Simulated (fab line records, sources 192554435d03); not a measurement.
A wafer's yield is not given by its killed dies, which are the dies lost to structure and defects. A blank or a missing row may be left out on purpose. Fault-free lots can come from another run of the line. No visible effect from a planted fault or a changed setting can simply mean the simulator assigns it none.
Which tool did it?	flow n5Finfet	27 wafers from 9 lots sampled at 5 of the route's 1938 steps

WHAT THE GAUGES READ, wafer by wafer
N5_BEOL_M4_RC_MEAS_101.
lot	measured	on	DIBL_N (mV/V)	DIBL_P (mV/V)	IOFF_N (nA/um)	IOFF_P (nA/um)	ION_N (uA/um)	ION_P (uA/um)	SS_N (mV/dec)	SS_P (mV/dec)	VT_N (mV)	VT_P (mV)
L216	day 7 22:36	prober-02	37.7 35.5 36.2	38.4 36.8 37.6	0.178 0.155 0.157	0.22 0.20 0.20	671 675 679	462 464 464	72.2 71.2 70.8	73.5 72.9 72.7	250.2 251.4 250.2	-250 -251 -252
L217	day 7 23:52	prober-01	36.0 35.7 36.9	35.3 35.0 35.9	0.151 0.147 0.168	0.23 0.22 0.24	682 677 679	472 471 469	71.9 72.0 71.3	73.1 72.9 72.6	250.8 251.0 247.8	-246 -246 -245
L218	day 8 05:44	prober-01	37.3 38.7 36.8	38.3 39.4 37.6	0.181 0.208 0.167	0.23 0.24 0.21	680 684 674	469 464 459	72.1 72.1 72.4	73.3 73.8 73.3	247.3 244.2 247.0	-250 -249 -251
L219	day 8 06:26	prober-02	35.5 35.4 37.9	36.6 36.2 39.3	0.160 0.146 0.207	0.20 0.18 0.24	675 661 679	456 450 463	71.5 71.3 71.7	73.7 73.5 75.0	248.2 250.2 244.5	-252 -257 -249
L225	day 10 06:21	prober-02	39.1 37.1 38.8	38.8 35.5 38.1	0.219 0.158 0.207	0.26 0.21 0.25	698 676 698	476 466 471	72.2 71.5 71.7	73.5 73.5 73.9	243.5 249.8 244.3	-246 -249 -246
L226	day 10 10:08	prober-02	36.3 36.3 36.1	35.8 35.8 35.7	0.159 0.161 0.152	0.21 0.21 0.21	687 685 668	467 472 458	71.9 71.1 70.8	73.7 74.1 73.5	249.2 248.0 249.3	-251 -251 -250
L230	day 11 03:54	prober-02	36.6 35.8 34.6	35.0 34.9 33.3	0.154 0.151 0.127	0.19 0.18 0.17	681 684 665	463 460 452	71.8 71.6 71.5	73.3 73.0 73.3	252.5 249.4 253.1	-252 -254 -257
L236	day 12 20:18	prober-02	34.0 34.5 34.4	34.0 35.2 33.8	0.129 0.134 0.120	0.18 0.20 0.18	667 670 660	467 467 459	71.0 71.1 70.2	73.1 72.5 72.6	252.9 249.4 251.6	-249 -250 -250
L239	day 14 02:44	prober-01	35.8 35.0 35.1	35.8 34.4 34.8	0.156 0.141 0.140	0.19 0.17 0.17	678 674 681	464 452 464	71.4 72.0 71.5	73.8 73.3 72.8	248.1 251.6 248.5	-253 -255 -254

EACH LOT AND THE TOOL THAT RAN IT (in order: tool; ch and the chambers of the sampled wafers; start)
lot	N5_BEOL_M0_SAQP_SPACER1_ALD_98	N5_BEOL_M0_SAQP_ETCH_102	N5_BEOL_M0_SAQP_RECESS_104	N5_BEOL_M0_SAQP_ETCH_107
L216	aldSin-01 ch 1,2, day 5 18:46	rieSi-01 ch 1,3, day 5 19:34	vaporEtch-02 ch 0, day 5 19:41	rieDiel-06 ch 0,1, day 5 20:12
L217	aldSin-02 ch 0,1,3, day 5 22:19	rieSi-04 ch 0,2,3, day 5 23:07	vaporEtch-01 ch 0,1, day 5 23:14	rieDiel-04 ch 0,1,2, day 5 23:45
L218	aldSin-02 ch 1,2,3, day 6 03:11	rieSi-04 ch 0,2, day 6 04:07	vaporEtch-02 ch 0,1, day 6 04:13	rieDiel-04 ch 0,1,2, day 6 04:54
L219	aldSin-02 ch 0,2,3, day 6 03:44	rieSi-02 ch 0,2,3, day 6 04:33	vaporEtch-01 ch 0,1, day 6 04:40	rieDiel-06 ch 0,1,3, day 6 05:10
L225	aldSin-02 ch 1,2,3, day 7 18:11	rieSi-04 ch 0,3, day 7 19:02	vaporEtch-01 ch 0,1, day 7 19:17	rieDiel-05 ch 0,1, day 7 19:50
L226	aldSin-02 ch 0,2,3, day 8 11:31	rieSi-01 ch 0,3, day 8 12:20	vaporEtch-02 ch 0,1, day 8 12:27	rieDiel-04 ch 0,1,3, day 8 12:58
L230	aldSin-01 ch 1,2,3, day 9 01:20	rieSi-04 ch 1,2,3, day 9 02:29	vaporEtch-02 ch 0,1, day 9 02:36	rieDiel-05 ch 0,1,3, day 9 03:10
L236	aldSin-02 ch 0,1,2, day 10 14:35	rieSi-02 ch 0,1, day 10 15:34	vaporEtch-01 ch 0,1, day 10 15:41	rieDiel-04 ch 0,2,3, day 10 16:19
L239	aldSin-04 ch 0,2, day 11 07:29	rieSi-02 ch 0,2,3, day 11 08:34	vaporEtch-02 ch 1, day 11 08:41	rieDiel-06 ch 2,3, day 11 09:11
- N5_BEOL_M0_SAQP_SPACER1_ALD_98: deposits SiO2, target thk 12.8 nm, pulse time 1 s, purge time 2 s.
- N5_BEOL_M0_SAQP_ETCH_102: etches SiO2 in CF4, target depth 4 nm, time 4.4 s.
- N5_BEOL_M0_SAQP_RECESS_104: chemistry HF/NH3, target SiO2, target depth 18 nm, afs cycles 3, sublimation time 60 s.
- N5_BEOL_M0_SAQP_ETCH_107: etches SiNx in CH3F/O2, target depth 30 nm.

AS READ BY THE TOOLS THEMSELVES (means over the sampled wafers that have a number; for cases with no such wafer, the mark the record gives instead)
N5_BEOL_M0_SAQP_SPACER1_ALD_98.
lot	tool	heaterPowerW (W)	precursorPulseHeightRel
L216	aldSin-01	451	1.001
L217	aldSin-02	462	0.986
L218	aldSin-02	464	0.996
L219	aldSin-02	473	1.001
L225	aldSin-02	467	1.010
L226	aldSin-02	468	0.992
L230	aldSin-01	474	1.017
L236	aldSin-02	493	0.991
L239	aldSin-04	510	0.985

N5_BEOL_M0_SAQP_ETCH_102.
lot	tool	biasW (W)	cf4FlowSccm (sccm)	drypumpMotorCurrentA (A)	oesProductAu (a.u.)	throttleValvePct (%)
L216	rieSi-01	400.7	80.02	5.7	1.020	21.80
L217	rieSi-04	399.4	79.95	6.0	1.015	21.60
L218	rieSi-04	400.6	79.82	6.1	1.026	21.68
L219	rieSi-02	401.2	80.25	5.8	1.002	21.74
L225	rieSi-04	399.2	80.24	5.9	1.016	21.45
L226	rieSi-01	401.0	80.03	6.0	1.000	21.75
L230	rieSi-04	400.0	79.55	5.9	1.024	21.77
L236	rieSi-02	400.1	80.01	6.0	0.996	21.88
L239	rieSi-02	401.1	79.97	5.8	1.006	21.75

N5_BEOL_M0_SAQP_RECESS_104.
lot	tool	drypumpMotorCurrentA (A)
L216	vaporEtch-02	6.5
L217	vaporEtch-01	6.1
L218	vaporEtch-02	6.2
L219	vaporEtch-01	6.2
L225	vaporEtch-01	6.0
L226	vaporEtch-02	6.2
L230	vaporEtch-02	5.9
L236	vaporEtch-01	6.2
L239	vaporEtch-02	5.6

N5_BEOL_M0_SAQP_ETCH_107.
lot	tool	biasW (W)	drypumpMotorCurrentA (A)	oesProductAu (a.u.)	rfVppV (V)	showerheadPlenumPTorr (Torr)	throttleValvePct (%)
L216	rieDiel-06	73.01	5.8	0.75	298	1.97	16.42
L217	rieDiel-04	72.66	6.0	0.73	299	2.00	16.59
L218	rieDiel-04	72.93	6.0	0.74	300	1.99	16.59
L219	rieDiel-06	72.99	5.6	0.73	299	2.02	16.33
L225	rieDiel-05	72.96	5.8	0.72	299	2.02	16.67
L226	rieDiel-04	73.05	5.5	0.76	298	2.01	16.53
L230	rieDiel-05	72.91	5.7	0.74	298	1.97	16.46
L236	rieDiel-04	77.94	5.7	0.85	311	1.96	16.50
L239	rieDiel-06	73.11	5.4	0.72	303	2.07	16.36

THE ANSWER, worked out from the rows above alone
Rule: usual is defined by the lots themselves. Put in order of their means at a reading, lots are off if they are a third of the lots or fewer, leave a main group of 4 or more, and stand apart from it by a gap of 3 or more times the standard deviation of the main group's means; of several such gaps the widest counts. Not used: any main group whose means are identical at the precision the tables above print for the reading. A lot without any number at a reading at which 4 lots or more have one is off too. The other lots that the step has rows for count as sound. After the gauges, taken in route order, come the tools' own readings; for these a lot's mean is taken, as printed above. The first step at which some lot is off is used, and at that step the reading that is off furthest; a lot without a number counts as furthest.
Off: L236, at N5_BEOL_M0_SAQP_ETCH_107 (biasW). The main group has a mean of 72.95 W with a standard deviation of 0.13.
A tool fits if, at that step or a process step before it, it ran every lot that is off, and no sound lot after the first of them. Can't be told from this: 3 tools fit, aldSin-02 at N5_BEOL_M0_SAQP_SPACER1_ALD_98, vaporEtch-01 at N5_BEOL_M0_SAQP_RECESS_104, rieDiel-04 at N5_BEOL_M0_SAQP_ETCH_107.

WHAT HAD BEEN PUT IN BY THE SIMULATOR
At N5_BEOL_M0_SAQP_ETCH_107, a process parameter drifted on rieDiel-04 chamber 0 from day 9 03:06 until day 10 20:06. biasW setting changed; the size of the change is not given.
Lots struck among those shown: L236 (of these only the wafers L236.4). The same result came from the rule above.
